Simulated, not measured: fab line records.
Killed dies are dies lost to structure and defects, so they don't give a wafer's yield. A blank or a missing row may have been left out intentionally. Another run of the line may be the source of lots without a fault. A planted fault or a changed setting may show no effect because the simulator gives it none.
Matching of chambers | flow nand-harc | 4 sister chambers for NHARC_P_BONDPAD_ETCH_37 on rie-diel-11
The step etches the open film in N2/H2, target depth 60 nm, overetch 18 nm, time 65.91 s. 7 wafers are shown with their chamber, then 6 later ones without.

WAFERS WITH THEIR CHAMBER
wafer  | chamber | drypump-motor-current-A (A) | run-length-s (s)
L568.4 | 0       | 5.5                         | 86.2
L568.5 | 2       | 5.0                         | 87.7
L569.1 | 1       | 6.3                         | 87.5
L569.2 | 3       | 5.8                         | 87.2
L569.4 | 2       | 5.1                         | 87.5
L572.2 | 1       | 6.3                         | 87.5
L572.3 | 3       | 5.8                         | 86.9

WAFERS MISSING THEIR CHAMBER
wafer  | drypump-motor-current-A (A) | run-length-s (s)
L572.4 | 5.1                         | 87.7
L580.1 | 6.3                         | 87.5
L580.4 | 5.6                         | 86.4
L580.5 | 5.5                         | 86.3
L582.1 | 6.3                         | 87.1
L583.4 | 5.5                         | 86.3

EACH ONE'S CHAMBER
wafer  | from the rows above | in truth
L572.4 | 2                   | 2
L580.1 | 1                   | 1
L580.4 | 0                   | 0
L580.5 | 0                   | 0
L582.1 | 1                   | 1
L583.4 | 0                   | 0
Placed correctly: 6 of 6. Number that these rows cannot place: 0. Number placed wrongly: 0.
How it was worked out, from the rows above alone: a wafer's distance from a chamber is the root of the sum, over the readings, of the square of ((its reading less the chamber's mean) divided by the reading's scatter). The wafer belongs to the nearest chamber; if the next one is less than 2 further off, it can't be placed. A chamber's mean is the mean of its shown wafers. The scatter: take each reading less its chamber's mean, square it, sum over the shown wafers, divide by the number of wafers less the number of chambers, and take the root.
